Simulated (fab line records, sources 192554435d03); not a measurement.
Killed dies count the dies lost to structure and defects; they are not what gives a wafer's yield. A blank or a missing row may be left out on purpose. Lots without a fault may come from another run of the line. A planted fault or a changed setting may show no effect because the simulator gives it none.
Lot-split experiment + flow n5Finfet + on a route of 1938 steps: 7 lots, 21 wafers read

THE SPLIT
At N5_BEOL_M14_PEB_08 (peb time 90 s), the setting pebTempC was moved away from the recipe's 130 C on 5 of the 21 wafers read, by -2.7% to +2.0%. All remaining wafers had this setting at the recipe value.

FROM THE SPLIT TO THE READING: what the file shows between them, 5 steps
- N5_BEOL_M14_DEVELOP_09: develop time 45 s
- N5_BEOL_M14_HARDBAKE_14: time 120 s
- N5_BEOL_M14_CD_MEAS_10: target cd 250 nm
- N5_BEOL_M14_STRIP_71: strips in post etch residue remover, time 60 s
- N5_BEOL_M14_SRD_72: time 30 s, dry time 30 s

THE READING
cdNm, in nm, at N5_BEOL_M14_CD_MEAS_17 (target cd 250 nm). On this fab line, fault-free wafers typically give 250.3 nm with a standard deviation of 1.9 nm.

| wafer  | tool, chamber at the split | pebTempC as run, C | against the recipe | cdNm, nm | against lot-mates on the recipe |
|--------|----------------------------|--------------------|--------------------|----------|---------------------------------|
| L074.1 | lithoTrack-04, 0           | 130                | recipe             | 246.2    | -                               |
| L074.3 | lithoTrack-04, 0           | 130                | recipe             | 248.3    | -                               |
| L074.5 | lithoTrack-04, 0           | 130                | recipe             | 248.2    | -                               |
| L075.3 | lithoTrack-03, 0           | 131.7              | +1.3%              | 257.1    | +5.9                            |
| L075.4 | lithoTrack-03, 0           | 130                | recipe             | 252.6    | -                               |
| L075.5 | lithoTrack-03, 0           | 130                | recipe             | 249.8    | -                               |
| L082.2 | lithoTrack-04, 0           | 132.6              | +2.0%              | 259.7    | +11.7                           |
| L082.3 | lithoTrack-04, 0           | 130                | recipe             | 248.0    | -                               |
| L082.4 | lithoTrack-04, 0           | 132.6              | +2.0%              | 259.9    | +11.9                           |
| L090.2 | lithoTrack-04, 0           | 130                | recipe             | 247.9    | -                               |
| L090.3 | lithoTrack-04, 0           | 130                | recipe             | 249.9    | -                               |
| L090.4 | lithoTrack-04, 0           | 130                | recipe             | 248.6    | -                               |
| L087.1 | lithoTrack-04, 0           | 130                | recipe             | 251.9    | -                               |
| L087.4 | lithoTrack-04, 0           | 126.5              | -2.7%              | 232.9    | -17.7                           |
| L087.5 | lithoTrack-04, 0           | 130                | recipe             | 249.3    | -                               |
| L094.3 | lithoTrack-05, 0           | 130                | recipe             | 250.1    | -                               |
| L094.4 | lithoTrack-05, 0           | 130                | recipe             | 252.9    | -                               |
| L094.5 | lithoTrack-05, 0           | 130                | recipe             | 252.7    | -                               |
| L097.1 | lithoTrack-04, 0           | 130                | recipe             | 262.5    | -                               |
| L097.2 | lithoTrack-04, 0           | 130                | recipe             | 261.5    | -                               |
| L097.4 | lithoTrack-04, 0           | 131.9              | +1.5%              | 259.6    | -2.4                            |

THE FIT
A straight line over all 21 wafers: cdNm changes by +5.51 nm for each +1% of pebTempC; r = +0.79; the points scatter about the line by 4.2 nm.
The same after taking each lot's own level away (the mean of its wafers on the recipe; 21 wafers): +5.31 nm for each +1%; r = +0.89; scatter 2.6 nm.
That fit puts the effect of the largest move of pebTempC on the reading at 14 nm.
The lots' own levels span 247.57 to 262.00 nm, that is 7.6 times the standard deviation above.
So the lot-to-lot level blurs the effect unless lot-mates are compared.
Check: for one of the wafers moved furthest among these (-2.7%), held out of the fit, the line's prediction against its lot-mates is -12 nm. It came out at -17.7 nm against them.

THE OTHER SPLITS THESE WAFERS WENT THROUGH
These wafers also went through other splits before the reading. Each is held against what the fit with the lots' levels taken away leaves over:
| other split on the same wafers | wafers away from the commonest value | r with cdNm (lot level and that fit taken away) |
|--------------------------------|--------------------------------------|-------------------------------------------------|
| N5_BEOL_M13_COAT_04 spinRpm    | 6                                    | -0.05                                           |
| N5_BEOL_M14_EXPOSE_07 doseMj   | 3                                    | +0.09                                           |

THE WHOLE CHAIN: every reading that the file lists as answering this split, in the file's order
| step                   | what it does     | reading | change (the file's fit)              | r (the file's) |
|------------------------|------------------|---------|--------------------------------------|----------------|
| N5_BEOL_M14_CD_MEAS_10 | target cd 250 nm | cdNm    | +5.31 nm for each +1% of the setting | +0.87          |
| N5_BEOL_M14_CD_MEAS_17 | target cd 250 nm | cdNm    | +5 nm for each +1% of the setting    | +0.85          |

THE FILE'S OWN FIT
cdNm changes by +5 nm for each +1% of pebTempC, r = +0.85.
